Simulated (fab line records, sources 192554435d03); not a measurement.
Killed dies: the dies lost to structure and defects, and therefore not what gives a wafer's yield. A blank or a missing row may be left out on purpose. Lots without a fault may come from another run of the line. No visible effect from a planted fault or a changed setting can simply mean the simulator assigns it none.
Matching of chambers | flow n5-finfet | N5_BEOL_M12_VIA_ETCH_16 on rie-diel-04 has 4 sister chambers
The step etches SiOC in C4F8/O2/Ar, target depth 724.8 nm. 24 wafers are shown with their chamber, then 12 later ones without.

## EACH WAFER AND ITS CHAMBER
wafer  | chamber | drypump-motor-current-A (A) | throttle-valve-pct (%) | showerhead-plenum-p-Torr (Torr)
L074.1 | 2       | 6.1                         | 23.95                  | 3.44
L074.4 | 3       | 6.4                         | 24.18                  | 3.51
L074.6 | 0       | 5.1                         | 24.53                  | 3.30
L077.1 | 2       | 6.1                         | 23.96                  | 3.43
L077.4 | 0       | 5.1                         | 24.56                  | 3.30
L077.5 | 0       | 5.1                         | 24.55                  | 3.30
L079.4 | 1       | 5.9                         | 24.09                  | 3.33
L079.5 | 3       | 6.4                         | 24.19                  | 3.50
L079.6 | 2       | 6.2                         | 23.97                  | 3.43
L078.1 | 3       | 6.4                         | 24.19                  | 3.50
L078.4 | 3       | 6.4                         | 24.22                  | 3.50
L078.6 | 1       | 5.9                         | 24.08                  | 3.33
L083.2 | 2       | 6.1                         | 23.98                  | 3.43
L083.4 | 3       | 6.4                         | 24.23                  | 3.50
L083.5 | 1       | 5.9                         | 24.10                  | 3.32
L084.2 | 2       | 6.2                         | 23.98                  | 3.42
L084.4 | 3       | 6.4                         | 24.22                  | 3.49
L084.5 | 2       | 6.1                         | 23.99                  | 3.42
L087.3 | 2       | 6.1                         | 23.98                  | 3.42
L087.5 | 1       | 5.8                         | 24.14                  | 3.31
L087.6 | 0       | 5.2                         | 24.57                  | 3.29
L086.1 | 0       | 5.1                         | 24.58                  | 3.29
L086.4 | 1       | 5.9                         | 24.12                  | 3.31
L086.5 | 3       | 6.4                         | 24.23                  | 3.49

SIGNATURES, as means of the wafers listed above
reading                  | chamber 0 | chamber 1 | chamber 2 | chamber 3 | scatter within a chamber
drypump-motor-current-A  | 5.120     | 5.880     | 6.129     | 6.400     | 0.0389
throttle-valve-pct       | 24.5580   | 24.1060   | 23.9729   | 24.2086   | 0.0195
showerhead-plenum-p-Torr | 3.2960    | 3.3200    | 3.4271    | 3.4986    | 0.00758
Rule: a wafer lies at a distance from a chamber equal to the root of the sum of squares, over the readings, of (its reading less the chamber's mean, divided by the reading's scatter). If the next closest chamber is less than 2 further off than the closest, the wafer can't be placed; otherwise it belongs to the closest. How the scatter is found: for the shown wafers, subtract from each reading the mean of its chamber, square and add these, divide the total by (wafers less chambers), then take the root.

## WAFERS MISSING THEIR CHAMBER
wafer  | drypump-motor-current-A (A) | throttle-valve-pct (%) | showerhead-plenum-p-Torr (Torr)
L090.2 | 5.9                         | 24.13                  | 3.31
L090.4 | 5.2                         | 24.58                  | 3.29
L090.6 | 6.4                         | 24.24                  | 3.48
L091.1 | 6.1                         | 24.00                  | 3.42
L091.2 | 5.2                         | 24.59                  | 3.29
L091.4 | 6.4                         | 24.24                  | 3.48
L093.1 | 6.4                         | 24.25                  | 3.48
L093.2 | 5.8                         | 24.14                  | 3.31
L093.4 | 6.1                         | 24.01                  | 3.41
L095.1 | 5.8                         | 24.14                  | 3.31
L095.2 | 6.1                         | 24.03                  | 3.41
L095.3 | 6.4                         | 24.25                  | 3.48

## THE CHAMBER EACH PASSED THROUGH
wafer  | from the rows above | in truth
L090.2 | 1                   | 1
L090.4 | 0                   | 0
L090.6 | 3                   | 3
L091.1 | 2                   | 2
L091.2 | 0                   | 0
L091.4 | 3                   | 3
L093.1 | 3                   | 3
L093.2 | 1                   | 1
L093.4 | 2                   | 2
L095.1 | 1                   | 1
L095.2 | 2                   | 2
L095.3 | 3                   | 3
Correct placement for 12 of the 12. Number that these rows cannot place: 0. Placed wrongly: 0.
